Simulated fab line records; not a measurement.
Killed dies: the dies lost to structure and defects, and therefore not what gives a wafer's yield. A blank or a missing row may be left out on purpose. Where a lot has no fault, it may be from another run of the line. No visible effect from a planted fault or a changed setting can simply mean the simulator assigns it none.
fab line records | flow n5_finfet
record: lots: 7 wafers: 21
route steps=1938 shown FIN_SAQP@94 SD_EPI_N@267 SD_EPI_P@321
start_h: hours from the record's first day to the start of the lot's first wafer shown | wait_h: hours elapsed since this lot's preceding step | " the same as in the row above | L1.1+2: several wafers, shown together as one row | - no value present, or no start provided | * or withheld: withheld | < > ~ a bound
route shown NAME@n: NAME is a module with steps in the file, n the number in the route of the first one | usual: the fault-free wafers' mean and standard deviation | same: alike in all rows | chamber/n: place in a boat | sites: per-site readings | _std_site: the values' standard deviation | _edge_site: the outer-site mean with the inner-site mean subtracted | radius_mm: for every site, how far away it sits from the centre of the wafer | mask NAME#n: copy n | behind: the most recent tool/chamber to have shaped the wafer | hold: why the lot went on hold/how many hours it stayed there/how the hold came to an end | device: whichever transistor did not switch (one of n, p or np) | end of line: at the end of the route, the tests of the same wafers | a step without rows: its recipe alone | killed: dies that structure and defects cost at the first sort, which is not the same as the wafer's yield | map: shows each die of a wafer: x if killed, . if not, _ if none is there
set.NAME: the setting that was run; set.NAME@STEP: the one run at that earlier step | model.NAME: the simulator's own value behind a step, which no gauge read
lots with deliberately changed settings; one table per step, one row per wafer
== steps ==
step: N5_FIN_SAQP_ALD_61
recipe: material: SiO2 target_thk_a: 40 temp_c: 300 ald_precursor_family: BDEAS ald_co_reactant: O2-plasma pulse_time_s: 1 purge_time_s: 2 co_reactant_purge_time_s: 2 ald_cycles: 43 pressure_torr: 2
columns lot.wafer tool chamber start_h wait_h set.ald_cycles model.SiO2_of_FIN_SAQP_ALD_61.thk_nm
L074.1 ald_sin-01 2 19.97 0.1 46 4.316
L074.4 " 3 " " 43 4.01
L074.6 " 0 " " 46 4.284
L075.1 ald_sin-01 0 26.62 0.0 46 4.266
L075.3 " 3 " " 43 3.987
L075.6 " 2 " " 46 4.273
L077.4 ald_sin-01 1 38.50 0.1 36 3.364
L077.5 " 3 " " 36 3.334
L077.6 " 2 " " 43 3.997
L079.3 ald_sin-03 3 50.33 0.0 43 3.983
L079.4 " 2 " " 43 4.005
L079.5 " 1 " " 43 3.981
L084.1 ald_sin-03 2 80.60 0.0 43 4.02
L084.4 " 3 " " 49 4.575
L084.6 " 0 " " 43 4.011
L089.3 ald_sin-04 3 111.22 0.7 45 4.191
L089.4 " 2 " " 43 3.984
L089.5 " 3 " " 45 4.197
L091.1 ald_sin-03 1 122.09 0.0 43 3.982
L091.2 " 2 " " 43 3.98
L091.6 " 2 " " 43 3.975
step: N5_FIN_SAQP_HM_DEP_03
recipe: material: SiNx target_thk_a: 380 temp_c: 400 precursor: SiH4/NH3/N2 pressure_torr: 1.5 rf_w: 300 time_s: 33.6
columns lot.wafer tool chamber start_h wait_h set.time_s model.SiNx_of_FIN_SAQP_HM_DEP_03.thk_nm
L074.1 pecvd-02 1 20.39 0.2 33.6 37.77
L074.4 " 1 " " 29.21 33.72
L074.6 " 2 " " 29.21 33.55
L075.1 pecvd-03 1 27.04 0.2 33.6 37.81
L075.3 " 2 " " 33.6 37.98
L075.6 " 1 " " 33.6 38.27
L077.4 pecvd-03 0 38.98 0.1 29.17 33.51
L077.5 " 1 " " 33.6 38.48
L077.6 " 2 " " 29.17 33.09
L079.3 pecvd-01 2 50.77 0.1 33.6 38.18
L079.4 " 1 " " 33.6 38.3
L079.5 " 2 " " 33.6 38.42
L084.1 pecvd-03 1 81.02 0.2 30.92 34.11
L084.4 " 0 " " 30.92 34.75
L084.6 " 1 " " 33.6 37.78
L089.3 pecvd-02 1 111.64 0.1 31.2 35.19
L089.4 " 1 " " 33.6 38.38
L089.5 " 0 " " 33.6 38
L091.1 pecvd-03 2 122.65 0.2 33.6 37.62
L091.2 " 1 " " 33.6 37.18
L091.6 " 2 " " 33.6 38.17
step: N5_FIN_SAQP_THK_MEAS_05
usual: thk_nm: 37.8/0.56
columns lot.wafer tool chamber start_h wait_h set.time_s@FIN_SAQP_HM_DEP_03 thk_nm
L074.1 film_metro-01 - 20.47 0.1 33.6 37.8
L074.4 " - " " 29.21 33.8
L074.6 " - " " 29.21 33.6
L075.1 film_metro-01 - 27.13 0.1 33.6 37.8
L075.3 " - " " 33.6 38.0
L075.6 " - " " 33.6 38.3
L077.4 film_metro-02 - 39.04 0.0 29.17 33.5
L077.5 " - " " 33.6 38.5
L077.6 " - " " 29.17 33.1
L079.3 film_metro-02 - 50.85 0.1 33.6 38.2
L079.4 " - " " 33.6 38.3
L079.5 " - " " 33.6 38.4
L084.1 film_metro-01 - 81.10 0.1 30.92 34.1
L084.4 " - " " 30.92 34.7
L084.6 " - " " 33.6 37.8
L089.3 film_metro-02 - 111.72 0.1 31.2 35.2
L089.4 " - " " 33.6 38.4
L089.5 " - " " 33.6 38.0
L091.1 film_metro-02 - 122.73 0.1 33.6 37.6
L091.2 " - " " 33.6 37.2
L091.6 " - " " 33.6 38.1
step: N5_FIN_SAQP_PEB_14
recipe: peb_temp_c: withheld peb_time_s: 60 resist: CAR-ArF
columns lot.wafer tool chamber start_h wait_h set.peb_time_s
L074.1 litho_track-05 0 20.99 0.1 60
L074.4+6 " 0 " " 49.23
L075.1+3 litho_track-01 0 27.69 0.1 60
L075.6 " 0 " " 49.86
L077.4 litho_track-05 0 39.55 0.0 69.68
L077.5+6 " 0 " " 60
L079.3+4+5 litho_track-02 0 51.57 0.0 60
L084.1 litho_track-05 0 81.60 0.1 54.02
L084.4+6 " 0 " " 60
L089.3+5 litho_track-05 0 112.42 0.0 60
L089.4 " 0 " " 69.96
L091.1 litho_track-01 0 123.36 0.1 54.8
L091.2+6 " 0 " " 60
step: N5_FIN_SAQP_DEVELOP_15
recipe: develop_time_s: 30 developer: TMAH resist: CAR-ArF dev_temp_c: 23 rinse_liquid: diw dry: air_spin
columns lot.wafer tool chamber start_h wait_h set.develop_time_s
L074.1+6 litho_track-05 0 - - 30
L074.4 " 0 " " 24.12
L075.1+3+6 litho_track-01 0 - - 36.43
L077.4+5+6 litho_track-05 0 - - 30
L079.3+4+5 litho_track-02 0 - - 30
L084.1+4 litho_track-05 0 - - 30
L084.6 " 0 " " 36.53
L089.3+4 litho_track-05 0 - - 30
L089.5 " 0 " " 32.24
L091.1+2+6 litho_track-01 0 - - 30
step: N5_FIN_SAQP_CD_MEAS_16
recipe: target_cd_nm: 35.6 landing_energy_ev: 500 detector: se_inlens
usual: cd_nm: 35.6/0.32
columns lot.wafer tool chamber start_h wait_h set.peb_time_s@FIN_SAQP_PEB_14 cd_nm
L074.1 cd_sem-02 0 21.05 - 60 35.3
L074.4 " 0 " " 49.23 39.0
L074.6 " 0 " " 49.23 38.7
L075.1 cd_sem-02 0 27.76 - 60 35.1
L075.3 " 0 " " 60 35.1
L075.6 " 0 " " 49.86 37.9
L077.4 cd_sem-03 0 39.62 - 69.68 33.6
L077.5 " 0 " " 60 35.5
L077.6 " 0 " " 60 35.4
L079.3 cd_sem-01 0 51.64 - 60 35.6
L079.4 " 0 " " 60 35.4
L079.5 " 0 " " 60 35.3
L084.1 cd_sem-03 0 81.67 - 54.02 37.1
L084.4 " 0 " " 60 35.4
L084.6 " 0 " " 60 35.3
L089.3 cd_sem-01 0 112.49 - 60 35.6
L089.4 " 0 " " 69.96 33.3
L089.5 " 0 " " 60 36.0
L091.1 cd_sem-03 0 123.43 - 54.8 36.5
L091.2 " 0 " " 60 36.2
L091.6 " 0 " " 60 36.1
step: N5_FIN_SAQP_MANDREL2_REMOVE_60
recipe: chemistry: HBr/Cl2/O2 bt_time_s: 10 target: a-Si stop_on: SiNx endpoint: OES-SiCl over_etch_frac: 1 icp_w: 600 bias_w: 22 HBr_flow_sccm: 150 Cl2_flow_sccm: 80 O2_flow_sccm: 5 pressure_mtorr: 10
step: N5_FIN_SAQP_HM_OPEN_33
recipe: chemistry: CH3F/O2 target: SiNx mask_material: SiO2 target_depth_a: 494 time_s: 70.6 pressure_mtorr: 30 source_w: 395 bias_w: 73 Ar_flow_sccm: 150 CH3F_flow_sccm: 30 O2_flow_sccm: 20 ion_energy_ev: 120 ends: cleared
usual: etch_rf_on_time_s: 68.8/1.3
columns lot.wafer tool chamber start_h wait_h set.time_s@FIN_SAQP_HM_DEP_03 etch_rf_on_time_s model.etch.depth_nm
L074.1 rie_diel-01 2 25.27 0.2 33.6 68.2 37.14
L074.4 " 3 " " 29.21 60.1 32.97
L074.6 " 1 " " 29.21 60.3 32.9
L075.1 rie_diel-01 0 32.05 0.0 33.6 69.6 37.15
L075.3 " 1 " " 33.6 68.6 37.36
L075.6 " 3 " " 33.6 68.4 37.64
L077.4 rie_diel-02 2 43.84 0.3 29.17 61.4 32.86
L077.5 " 0 " " 33.6 70.5 37.73
L077.6 " 3 " " 29.17 60.4 32.41
L079.3 rie_diel-02 2 56.77 0.0 33.6 69.2 37.56
L079.4 " 0 " " 33.6 69.7 37.62
L079.5 " 1 " " 33.6 70.3 37.79
L084.1 rie_diel-04 2 85.50 0.0 30.92 64.1 33.48
L084.4 " 3 " " 30.92 62.9 34.1
L084.6 " 3 " " 33.6 68.3 37.03
L089.3 rie_diel-04 3 116.52 0.0 31.2 64.0 34.56
L089.4 " 3 " " 33.6 69.4 37.75
L089.5 " 1 " " 33.6 70.7 37.37
L091.1 rie_diel-04 2 127.44 0.1 33.6 68.2 36.91
L091.2 " 0 " " 33.6 66.2 36.55
L091.6 " 3 " " 33.6 69.3 37.54
step: N5_FIN_SAQP_ETCH_34
recipe: chemistry: C4F6/O2 target: SiO2 target_depth_a: 450 time_s: 15 ion_energy_ev: 250 pressure_mtorr: 30 source_w: 345 bias_w: 185 Ar_flow_sccm: 300 C4F6_flow_sccm: 10 O2_flow_sccm: 10 ends: cleared
step: N5_FIN_SAQP_STRIP_77
recipe: chemistry: N2/H2 time_s: 90 power_w: 100 temp_c: 40 pressure_mtorr: 100 rf_frequency_hz: 6e+07 bias_power_w: 3 n2_flow_sccm: 300 h2_flow_sccm: 300
step: N5_FIN_SAQP_PRECLEAN_38
recipe: chemistry: O3/DIW time_s: 45 temp_c: 22 o3_ppm: 10
step: N5_FIN_SAQP_PRECLEAN_45
recipe: chemistry: dHF time_s: 10 dilution: 500:1 temp_c: 25
columns lot.wafer tool chamber start_h wait_h set.time_s@FIN_SAQP_HM_DEP_03 model.SiNx_of_FIN_SAQP_HM_DEP_03.thk_nm
L074.1 wet_bench-02 6 25.74 0.0 33.6 20.8
L074.4 " 5 " " 29.21 16.4
L074.6 " 0 " " 29.21 16.6
L075.1 wet_bench-06 3 32.51 0.0 33.6 21
L075.3 " 1 " " 33.6 20.8
L075.6 " 2 " " 33.6 21.2
L077.4 wet_bench-06 1 44.30 0.0 29.17 16.4
L077.5 " 6 " " 33.6 21.4
L077.6 " 7 " " 29.17 16.2
L079.3+4 wet_bench-02 2,5 57.24 0.0 33.6 21.2
L079.5 " 1 " " 33.6 21.4
L084.1 wet_bench-05 1 86.05 0.0 30.92 16.8
L084.4 " 6 " " 30.92 17.6
L084.6 " 7 " " 33.6 20.4
L089.3 wet_bench-05 7 116.99 0.0 31.2 18
L089.4 " 3 " " 33.6 21.4
L089.5 " 0 " " 33.6 21.2
L091.1 wet_bench-06 1 127.90 0.0 33.6 20.4
L091.2 " 6 " " 33.6 20.2
L091.6 " 7 " " 33.6 21
step: N5_SD_EPI_N_EXPOSE_06
recipe: mask_id: SD_N_BLK na: 1.35 source_shape: conventional sigma_outer: 0.8 polarization: unpolarized target_cd_nm: 120 dose_mj: 39.75
columns lot.wafer tool chamber start_h wait_h mask set.dose_mj
L074.1+4+6 arfi_scanner-02 0 47.96 - SD_N_BLK#0 39.75
L075.1+6 arfi_scanner-03 0 54.34 - SD_N_BLK#0 39.75
L075.3 " 0 " " SD_N_BLK#0 40.69
L077.4+5+6 arfi_scanner-02 0 66.59 - SD_N_BLK#0 39.75
L079.3+4+5 arfi_scanner-02 0 79.83 - SD_N_BLK#0 39.75
L084.1+4 arfi_scanner-03 0 110.96 - SD_N_BLK#0 39.75
L084.6 " 0 " " SD_N_BLK#0 42.3
L089.3+5 arfi_scanner-02 0 143.62 - SD_N_BLK#0 39.75
L089.4 " 0 " " SD_N_BLK#0 38.32
L091.1+2 arfi_scanner-02 0 154.60 - SD_N_BLK#0 39.75
L091.6 " 0 " " SD_N_BLK#0 42.34
step: N5_SD_EPI_N_PEB_07
recipe: peb_temp_c: 110 peb_time_s: 60 resist: CAR-ArF-block
step: N5_SD_EPI_N_DEVELOP_08
recipe: develop_time_s: 30 developer: TMAH resist: CAR-ArF-block dev_temp_c: 23 rinse_liquid: diw dry: air_spin
step: N5_SD_EPI_N_CD_MEAS_09
recipe: target_cd_nm: 120 landing_energy_ev: 500 detector: se_inlens
usual: cd_nm: 119.9/0.65
columns lot.wafer tool chamber start_h wait_h set.dose_mj@SD_EPI_N_EXPOSE_06 cd_nm
L074.1 cd_sem-01 0 48.09 - 39.75 120.6
L074.4 " 0 " " 39.75 120.1
L074.6 " 0 " " 39.75 120.0
L075.1 cd_sem-01 0 54.47 - 39.75 120.1
L075.3 " 0 " " 40.69 122.1
L075.6 " 0 " " 39.75 119.6
L077.4 cd_sem-01 0 66.70 - 39.75 118.4
L077.5 " 0 " " 39.75 118.4
L077.6 " 0 " " 39.75 118.4
L079.3 cd_sem-01 0 79.95 - 39.75 120.8
L079.4 " 0 " " 39.75 121.3
L079.5 " 0 " " 39.75 120.8
L084.1 cd_sem-02 0 111.08 - 39.75 119.2
L084.4 " 0 " " 39.75 119.5
L084.6 " 0 " " 42.3 123.4
L089.3 cd_sem-03 0 143.73 - 39.75 119.8
L089.4 " 0 " " 38.32 117.1
L089.5 " 0 " " 39.75 119.9
L091.1 cd_sem-02 0 154.72 - 39.75 120.2
L091.2 " 0 " " 39.75 119.9
L091.6 " 0 " " 42.34 124.3
step: N5_SD_EPI_N_DESCUM_14
recipe: chemistry: O2 time_s: 7.9 source_power_w: 50 bias_power_w: 20 pressure_mtorr: 20 rf_frequency_hz: 2.712e+07 temp_c: 40 resist: CAR-ArF-block o2_flow_sccm: 225
columns lot.wafer tool chamber start_h wait_h set.dose_mj@SD_EPI_N_EXPOSE_06 model.SD_EPI_N.cd_nm
L074.1 rie_diel-04 2 48.18 0.0 39.75 120.6
L074.4 " 1 " " 39.75 120.2
L074.6 " 2 " " 39.75 119.8
L075.1 rie_diel-01 2 54.56 0.0 39.75 120
L075.3 " 3 " " 40.69 122
L075.6 " 1 " " 39.75 119.8
L077.4 rie_diel-02 0 66.80 0.0 39.75 118.8
L077.5+6 " 3,2 " " 39.75 118.4
L079.3+4 rie_diel-01 1,3 80.14 0.1 39.75 120.8
L079.5 " 2 " " 39.75 -
L084.1 rie_diel-01 0 111.17 0.0 39.75 119.2
L084.4 " 1 " " 39.75 119.8
L084.6 " 0 " " 42.3 123.2
L089.3+5 rie_diel-04 3 143.82 0.0 39.75 120
L089.4 " 0 " " 38.32 117.4
L091.1 rie_diel-02 0 155.07 0.3 39.75 120.6
L091.2 " 3 " " 39.75 120
L091.6 " 3 " " 42.34 124.2
step: N5_SD_EPI_N_ETCH_34
recipe: chemistry: CF4 target: SiARC target_depth_a: 455 mask_material: CAR-ArF-block time_s: 75.8 ion_energy_ev: 80 pressure_mtorr: 40 source_w: 545 bias_w: 36 Ar_flow_sccm: 100 cf4_flow_sccm: 100 ends: cleared
step: N5_SD_EPI_N_ETCH_35
recipe: chemistry: N2/H2 target: SOC overetch_a: 1080 mask_material: SiARC temp_c: 40 ion_energy_ev: 100 source_w: 3000 bias_w: 133 pressure_mtorr: 20 time_s: 486 n2_flow_sccm: 200 h2_flow_sccm: 200
columns lot.wafer tool chamber start_h wait_h set.dose_mj@SD_EPI_N_EXPOSE_06 model.SD_EPI_N.cd_nm
L074.1 rie_diel-04 2 48.27 0.0 39.75 120.2
L074.4 " 1 " " 39.75 119.6
L074.6 " 2 " " 39.75 119
L075.1 rie_diel-01 2 54.65 0.0 39.75 121.2
L075.3 " 3 " " 40.69 121.8
L075.6 " 1 " " 39.75 120.8
L077.4+6 rie_diel-02 0,2 67.03 0.2 39.75 119.2
L077.5 " 3 " " 39.75 118.4
L079.3 rie_diel-01 1 80.23 0.0 39.75 120.6
L079.4 " 3 " " 39.75 120.4
L079.5 " 2 " " 39.75 120
L084.1 rie_diel-01 0 111.26 0.0 39.75 119.6
L084.4 " 1 " " 39.75 120.4
L084.6 " 0 " " 42.3 124
L089.3 rie_diel-04 3 143.91 0.0 39.75 119
L089.4 " 0 " " 38.32 117
L089.5 " 3 " " 39.75 119.4
L091.1 rie_diel-02 0 155.16 0.0 39.75 121.2
L091.2 " 3 " " 39.75 119.8
L091.6 " 3 " " 42.34 124.2
step: N5_SD_EPI_N_ETCH_45
recipe: chemistry: CH3F/O2 target: SiOCN target_depth_a: 60 mask_material: SOC ion_energy_ev: 60 bias_w: 29 pressure_mtorr: 15 source_w: 410 Ar_flow_sccm: 150 CH3F_flow_sccm: 30 O2_flow_sccm: 20
columns lot.wafer tool chamber start_h wait_h set.target_depth_a model.etch.depth_nm
L074.1 rie_diel-04 2 48.69 0.1 57.25 5.645
L074.4 " 1 " " 57.25 5.678
L074.6 " 2 " " 60 5.864
L075.1 rie_diel-01 2 55.07 0.1 60 6.07
L075.3 " 3 " " 62.46 6.404
L075.6 " 1 " " 62.46 6.283
L077.4 rie_diel-02 0 67.35 0.1 60 5.945
L077.5 " 3 " " 60 6.017
L077.6 " 2 " " 60 5.977
L079.3 rie_diel-01 1 80.65 0.1 60 6.026
L079.4 " 3 " " 60 6.073
L079.5 " 2 " " 60 6.025
L084.1 rie_diel-01 0 111.69 0.1 60 5.905
L084.4 " 1 " " 60 6.028
L084.6 " 0 " " 60 5.942
L089.3 rie_diel-04 3 144.33 0.1 60 6.063
L089.4 " 0 " " 60 6.132
L089.5 " 3 " " 60 6.034
L091.1 rie_diel-02 0 155.59 0.1 61.85 6.102
L091.2 " 3 " " 60 5.944
L091.6 " 3 " " 60 5.99
step: N5_SD_EPI_N_ETCH_16
recipe: chemistry: CHF3/O2 target: SiO2 target_depth_a: 50 mask_material: SOC pressure_mtorr: 30 source_w: 650 bias_w: 170 Ar_flow_sccm: 200 CHF3_flow_sccm: 50 O2_flow_sccm: 5 ion_energy_ev: 200
columns lot.wafer tool chamber start_h wait_h set.dose_mj@SD_EPI_N_EXPOSE_06 model.SD_EPI_N.cd_nm
L074.1 rie_diel-04 2 48.79 0.1 39.75 120.2
L074.4 " 1 " " 39.75 119.4
L074.6 " 2 " " 39.75 119.2
L075.1 rie_diel-01 2 55.17 0.1 39.75 121.2
L075.3 " 3 " " 40.69 121.8
L075.6 " 1 " " 39.75 120.8
L077.4+6 rie_diel-02 0,2 67.42 0.0 39.75 119.2
L077.5 " 3 " " 39.75 118.4
L079.3+4 rie_diel-01 1,3 80.75 0.1 39.75 120.4
L079.5 " 2 " " 39.75 120
L084.1 rie_diel-01 0 111.79 0.1 39.75 119.6
L084.4 " 1 " " 39.75 120.4
L084.6 " 0 " " 42.3 124
L089.3 rie_diel-04 3 144.43 0.1 39.75 119
L089.4 " 0 " " 38.32 116.8
L089.5 " 3 " " 39.75 119.2
L091.1 rie_diel-02 0 155.69 0.1 39.75 121
L091.2 " 3 " " 39.75 119.8
L091.6 " 3 " " 42.34 124.2
step: N5_SD_EPI_P_EPI_21
recipe: material: SiGe:B dopant: B temp_c: 550 pressure_torr: 20 ambient: H2 time_s: 355
columns lot.wafer tool chamber start_h wait_h set.temp_c model.SiGe-B_of_SD_EPI_P_EPI_21.thk_nm
L074.1 epi_rpcvd-04 0 54.91 0.1 551.9 63
L074.4 " 0 55.99 1.1 550 60.6
L074.6 " 0 " " 550 60.2
L075.1 epi_rpcvd-04 0 61.02 0.1 550 60.6
L075.3 " 0 " " 550 60
L075.6 " 0 62.82 1.8 550 61.2
L077.4+5 epi_rpcvd-02 0 73.65 1.1 550 61.2
L077.6 " 0 " " 550 60.8
L079.3 epi_rpcvd-02 0 87.05 0.8 550 60.6
L079.4 " 0 " " 550 59.8
L079.5 " 0 " " 550 60
L084.1 epi_rpcvd-02 0 116.90 0.1 550 61.6
L084.4 " 0 117.98 1.1 547.3 57.6
L084.6 " 0 " " 550 61.4
L089.3 epi_rpcvd-01 0 150.42 0.8 550 62
L089.4+5 " 0 " " 553.8 67
L091.1 epi_rpcvd-01 0 160.92 0.1 550 61.6
L091.2 " 0 " " 550 61.2
L091.6 " 0 162.72 1.8 550 60.6
step: N5_SD_EPI_P_HM_STRIP_48
recipe: chemistry: H3PO4 temp_c: 160 material: SiNx target: SiNx target_depth_a: 30 overetch_fraction: 0.3
columns lot.wafer tool chamber start_h wait_h set.temp_c@SD_EPI_P_EPI_21 model.SiGe-B_of_SD_EPI_P_EPI_21.thk_nm
L074.1 wet_bench-04 2 57.14 0.0 551.9 62.8
L074.4 " 6 " " 550 60.2
L074.6 " 4 " " 550 60
L075.1 wet_bench-01 5 63.27 0.0 550 60.2
L075.3 " 0 " " 550 59.6
L075.6 " 6 " " 550 60.8
L077.4 wet_bench-01 6 74.80 0.0 550 61
L077.5 " 7 " " 550 60.8
L077.6 " 2 " " 550 60.6
L079.3 wet_bench-03 6 88.58 0.0 550 60.2
L079.4 " 4 " " 550 59.4
L079.5 " 0 " " 550 59.6
L084.1 wet_bench-04 3 119.13 0.0 550 61.2
L084.4 " 4 " " 547.3 57.4
L084.6 " 5 " " 550 61
L089.3 wet_bench-01 2 151.94 0.0 550 61.8
L089.4 " 1 " " 553.8 66.6
L089.5 " 4 " " 553.8 66.8
L091.1 wet_bench-01 3 163.15 0.0 550 61.2
L091.2 " 5 " " 550 61
L091.6 " 2 " " 550 60.4
step: N5_SD_EPI_P_SRD_49
recipe: dry: ipa_marangoni time_s: 30 temp_c: 23 rinse_liquid: diw
step: N5_SD_EPI_P_PRECLEAN_24
recipe: chemistry: O3/DIW time_s: 45 temp_c: 22 o3_ppm: 10
columns lot.wafer tool chamber start_h wait_h set.temp_c@SD_EPI_P_EPI_21 model.SiGe-B_of_SD_EPI_P_EPI_21.thk_nm
L074.1 wet_bench-04 2 57.21 0.0 551.9 62.6
L074.4 " 6 " " 550 60
L074.6 " 4 " " 550 59.8
L075.1 wet_bench-01 5 63.34 0.0 550 60
L075.3 " 0 " " 550 59.6
L075.6 " 6 " " 550 60.8
L077.4 wet_bench-01 6 74.87 0.0 550 60.8
L077.5 " 7 " " 550 60.6
L077.6 " 2 " " 550 60.4
L079.3 wet_bench-03 6 88.65 0.0 550 60
L079.4 " 4 " " 550 59.4
L079.5 " 0 " " 550 59.6
L084.1 wet_bench-04 3 119.20 0.0 550 61
L084.4 " 4 " " 547.3 57.2
L084.6 " 5 " " 550 60.8
L089.3 wet_bench-01 2 152.08 0.0 550 61.6
L089.4+5 " 1,4 " " 553.8 66.6
L091.1 wet_bench-01 3 163.22 0.0 550 61
L091.2 " 5 " " 550 60.8
L091.6 " 2 " " 550 60.2
== key ==
split: step: N5_FIN_SAQP_ALD_61 setting: ald_cycles stated: 43 by: wafer
response: step: N5_FIN_SAQP_ALD_61 reading: model.SiO2_of_FIN_SAQP_ALD_61.thk_nm change: +0.0403 per: 1% r: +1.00
split: step: N5_FIN_SAQP_HM_DEP_03 setting: time_s stated: 33.6 by: wafer
response: step: N5_FIN_SAQP_HM_DEP_03 reading: model.SiNx_of_FIN_SAQP_HM_DEP_03.thk_nm change: +0.371 per: 1% r: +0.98
response: step: N5_FIN_SAQP_THK_MEAS_05 reading: thk_nm change: * per: 1% r: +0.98
response: step: N5_FIN_SAQP_HM_OPEN_33 reading: etch_rf_on_time_s change: * per: 1% r: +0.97
response: step: N5_FIN_SAQP_HM_OPEN_33 reading: model.etch.depth_nm change: +0.369 per: 1% r: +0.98
response: step: N5_FIN_SAQP_PRECLEAN_45 reading: model.SiNx_of_FIN_SAQP_HM_DEP_03.thk_nm change: +0.376 per: 1% r: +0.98
split: step: N5_FIN_SAQP_PEB_14 setting: peb_time_s stated: 60 by: wafer
response: step: N5_FIN_SAQP_CD_MEAS_16 reading: cd_nm change: -0.155 per: 1% r: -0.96
split: step: N5_FIN_SAQP_DEVELOP_15 setting: develop_time_s stated: 30 by: wafer
response none clear
split: step: N5_SD_EPI_N_EXPOSE_06 setting: dose_mj stated: 39.75 by: wafer
response: step: N5_SD_EPI_N_CD_MEAS_09 reading: cd_nm change: +0.667 per: 1% r: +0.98
response: step: N5_SD_EPI_N_DESCUM_14 reading: model.SD_EPI_N.cd_nm change: +0.621 per: 1% r: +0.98
response: step: N5_SD_EPI_N_ETCH_35 reading: model.SD_EPI_N.cd_nm change: +0.583 per: 1% r: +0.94
response: step: N5_SD_EPI_N_ETCH_16 reading: model.SD_EPI_N.cd_nm change: +0.593 per: 1% r: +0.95
split: step: N5_SD_EPI_N_ETCH_45 setting: target_depth_a stated: 60 by: wafer
response: step: N5_SD_EPI_N_ETCH_45 reading: model.etch.depth_nm change: +0.0521 per: 1% r: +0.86
split: step: N5_SD_EPI_P_EPI_21 setting: temp_c stated: 550 by: wafer
response: step: N5_SD_EPI_P_EPI_21 reading: model.SiGe-B_of_SD_EPI_P_EPI_21.thk_nm change: +7.48 per: 1% r: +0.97
response: step: N5_SD_EPI_P_HM_STRIP_48 reading: model.SiGe-B_of_SD_EPI_P_EPI_21.thk_nm change: +7.32 per: 1% r: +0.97
response: step: N5_SD_EPI_P_PRECLEAN_24 reading: model.SiGe-B_of_SD_EPI_P_EPI_21.thk_nm change: +7.41 per: 1% r: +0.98
